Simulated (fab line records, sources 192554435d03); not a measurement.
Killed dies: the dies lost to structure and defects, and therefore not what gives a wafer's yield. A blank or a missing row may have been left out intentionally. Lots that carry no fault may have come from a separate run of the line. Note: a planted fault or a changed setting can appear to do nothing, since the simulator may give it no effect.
What tool caused it? / flow n5-finfet / 12 lots (36 wafers sampled), 1 step of a 1938-step route

== WHAT EACH GAUGE READ, for each wafer ==
N5_BEOL_M5_THK_MEAS_01.
lot=L075; measured=day 8 03:18; on=film-metro-01; M5_ILD_THK (nm)=119.7 123.6 121.9
lot=L077; measured=day 8 21:58; on=film-metro-02; M5_ILD_THK (nm)=117.5 119.5 121.0
lot=L079; measured=day 9 01:19; on=film-metro-01; M5_ILD_THK (nm)=119.6 119.3 120.9
lot=L081; measured=day 10 07:12; on=film-metro-01; M5_ILD_THK (nm)=119.1 118.2 119.0
lot=L082; measured=day 10 22:43; on=film-metro-02; M5_ILD_THK (nm)=122.0 122.8 125.3
lot=L085; measured=day 11 13:35; on=film-metro-01; M5_ILD_THK (nm)=118.1 117.9 120.6
lot=L087; measured=day 11 18:34; on=film-metro-02; M5_ILD_THK (nm)=119.4 119.5 120.5
lot=L088; measured=day 11 20:26; on=film-metro-02; M5_ILD_THK (nm)=120.8 123.0 123.5
lot=L091; measured=day 12 20:54; on=film-metro-01; M5_ILD_THK (nm)=117.7 120.1 119.9
lot=L093; measured=day 13 01:22; on=film-metro-01; M5_ILD_THK (nm)=120.4 119.5 123.1
lot=L095; measured=day 13 23:59; on=film-metro-02; M5_ILD_THK (nm)=120.2 122.8 121.7
lot=L097; measured=day 14 06:40; on=film-metro-02; M5_ILD_THK (nm)=119.2 122.3 124.5

== WHAT TOOL EACH LOT RAN ON (gives the tool, then ch and the chambers of the sampled wafers, and finally the start) ==
The record holds no process step before these readings.

== THE ANSWER, worked out from the rows above alone ==
Rule: the lots themselves supply what counts as usual. The widest of any qualifying gaps counts: lots, ordered by their means at a reading, are off when they make up no more than a third of the lots, leave a main group of 4 or more, and stand apart from it by 3 or more times the standard deviation of that group's means. The tables above print the reading to a certain number of digits; a main group whose means all agree to those digits is not used. Also off: a lot with no number at a reading for which 4 or more lots have one. All remaining lots with rows at the step are treated as sound.
Across all readings shown, no lot is off: no conclusion can be drawn from this.

== WHAT WAS PUT IN BY THE SIMULATOR ==
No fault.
